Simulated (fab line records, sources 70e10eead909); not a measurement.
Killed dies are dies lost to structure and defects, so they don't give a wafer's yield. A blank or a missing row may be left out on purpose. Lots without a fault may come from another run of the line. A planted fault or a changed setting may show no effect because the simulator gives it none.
Chamber matching | flow nand_harc | NHARC_P_BONDPAD_CMP_32 on cmp-03: 4 sister chambers
The step polishes SiCN, target thk 200 nm. 8 wafers are shown with their chamber, then 7 later ones without.

WAFERS WITH THEIR CHAMBER
wafer  | chamber | motor_current_A (A) | retaining_ring_pressure_frac
L079.4 | 1       | 11.3                | 1.004
L083.2 | 2       | 13.7                | 1.007
L085.3 | 0       | 12.4                | 0.998
L090.2 | 3       | 11.0                | 1.015
L090.3 | 1       | 11.0                | 1.001
L090.6 | 0       | 11.7                | 1.012
L092.3 | 3       | 11.5                | 1.006
L092.5 | 2       | 13.1                | 0.998

WAFERS WITHOUT THEIR CHAMBER
wafer  | motor_current_A (A) | retaining_ring_pressure_frac
L092.6 | 11.4                | 1.001
L093.1 | 13.6                | 0.998
L093.4 | 11.0                | 0.993
L093.5 | 12.7                | 1.003
L094.4 | 14.0                | 0.997
L094.5 | 11.1                | 1.006
L094.6 | 11.8                | 1.006

WHICH CHAMBER EACH WENT THROUGH
wafer  | from the rows above          | in truth
L092.6 | can't be placed: 1 or 3 or 0 | 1
L093.1 | 2                            | 2
L093.4 | can't be placed: 1 or 3 or 0 | 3
L093.5 | can't be placed: 0 or 2      | 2
L094.4 | 2                            | 2
L094.5 | can't be placed: 1 or 3 or 0 | 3
L094.6 | can't be placed: 0 or 3 or 1 | 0
Placed correctly: 2 of 7. Can't be placed from these rows: 5 (the true chamber is among the candidates in 5). Placed wrongly: 0.
How it was worked out, from the rows above alone: a wafer's distance from a chamber is the root of the sum, over the readings, of the square of ((its reading less the chamber's mean) divided by the reading's scatter). The wafer belongs to the nearest chamber; if the next one is less than 2 further off, it can't be placed. A chamber's mean is the mean of its shown wafers. The scatter: the root of (the sum of the squares of (reading less its chamber's mean) over the shown wafers, divided by (wafers less chambers)).
